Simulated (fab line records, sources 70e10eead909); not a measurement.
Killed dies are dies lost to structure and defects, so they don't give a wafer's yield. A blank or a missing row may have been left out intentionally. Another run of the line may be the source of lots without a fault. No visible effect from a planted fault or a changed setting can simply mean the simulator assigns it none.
A struck lot beside a sound one	flow nand harc	15 steps out of a route of 1159
Sound: the wafers L650.2, L650.4, L650.6. The struck wafers were L646.3, L646.5, L646.6. Last of all comes the cause.
Each step with rows lists, per side, the tool, then ch with its chambers, then its first start. Under that, the readings that differ: sound wafers	struck wafers	difference of the means	sigmas: that difference in standard deviations of wafers without a fault.
alike: a reading whose means differ by less than 2 such deviations, as well as words and numbers matching on both sides. not compared: withheld readings; readings where some wafer has no value; bounds like >300 that might hide an equal value; numbers whose values overlap and for which the record gives no deviation.
Wherever a step has rows on one side only, a row that says differs or no value, or a row with sigmas, the two part there. Non-overlapping numbers with no deviation appear without sigmas and do not part them. Lack of a reading on every wafer of one side parts them only where that side has two or more wafers.

first, 4 steps without rows for these wafers: NHARC_P_BONDPAD_EBR_05; NHARC_P_BONDPAD_EXPOSE_06 (exposes mask P BPAD); NHARC_P_BONDPAD_PEB_07 (peb time 80 s); NHARC_P_BONDPAD_DEVELOP_08 (time 50 s).
NHARC_P_BONDPAD_CD_MEAS_09: the cd target is 500 nm.
  sound on cd sem-03 ch 0, day 10 23:02; struck on cd sem-03 ch 0, day 9 21:14
  alike: cd nm
NHARC_P_BONDPAD_OVL_MEAS_38:
  sound on overlay-02, day 10 23:08; struck on overlay-01, day 9 21:19
  alike: overlay x nm, overlay y nm
then, 1 step without rows for these wafers: NHARC_P_BONDPAD_HARDBAKE_10 (time 65 s).
NHARC_P_BONDPAD_DESCUM_11: chemistry O2, time 3 s.
  sound on rie diel-11 ch 0,1,3, day 10 23:17; struck on rie diel-08 ch 0,3, day 9 21:26
  alike: drypump motor current A, oes product au, rf vpp V, showerhead plenum p Torr, throttle valve pct
  not compared: rf hours counter h
NHARC_P_BONDPAD_ETCH_37: etches the open film in N2/H2, target depth 60 nm, overetch 18 nm, time 65.91 s.
  sound on rie diel-11 ch 0,1, day 10 23:23; struck on rie diel-08 ch 0,1,2, day 9 21:32
  alike: bias w, chamber pressure mTorr, drypump motor current A, n2 flow sccm, oes product au, rf vpp V, showerhead plenum p Torr, throttle valve pct
  not compared: rf hours counter h
NHARC_P_BONDPAD_ETCH_12: etches the open film in CHF3/O2, target depth 200 nm, time 100 s.
  sound on rie diel-11 ch 0,3; struck on rie diel-08 ch 1,2,3
  alike: bias w, chamber pressure mTorr, drypump motor current A, oes product au, rf vpp V, showerhead plenum p Torr, throttle valve pct
  not compared: rf hours counter h
NHARC_P_BONDPAD_CD_MEAS_13:
  sound on cd sem-02, day 10 23:38; struck on cd sem-02, day 9 21:46
  alike: cd nm
NHARC_P_BONDPAD_STRIP_15: strips in O2.
  sound on rie diel-08 ch 0,2,3, day 10 23:43; struck on rie diel-08 ch 0,1,2, day 9 21:52
  alike: drypump motor current A, oes product au, rf vpp V, showerhead plenum p Torr, throttle valve pct
  not compared: rf hours counter h
NHARC_P_BONDPAD_ETCH_24: etches the open film in CF4/N2, target depth 30 nm, time 72.99 s.
  sound on rie diel-08 ch 1,2,3, day 10 23:52; struck on rie diel-08 ch 1,2, day 9 21:59
  no value came back on the struck wafers for any of 8 readings (bias w (W), cf4 flow sccm (sccm) and others); on the sound wafers bias w (W) reads 99.7 99.6 100.2
  not compared: rf hours counter h
then, 1 step without rows for these wafers: NHARC_P_BONDPAD_STRIP_16 (strips in post etch residue remover, time 600 s).
-- the record jumps here: 12 days lie between the struck wafers' starts before and after (it left off in module P_BONDPAD and takes up again in module END, whose first step shown is number 1159 of the route) --
NHARC_END_SORT_01:
  the record has rows for the struck wafers here (prober-01 ch 0, day 21 23:30) and none for the sound ones

WHERE THEY PART
Last at NHARC_END_SORT_01 as far as this record goes, first at NHARC_P_BONDPAD_ETCH_24.

WHY: whatever the simulator had introduced
Skipped step whole: rie diel-08, from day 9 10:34 on, at NHARC_P_BONDPAD_ETCH_24. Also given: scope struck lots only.
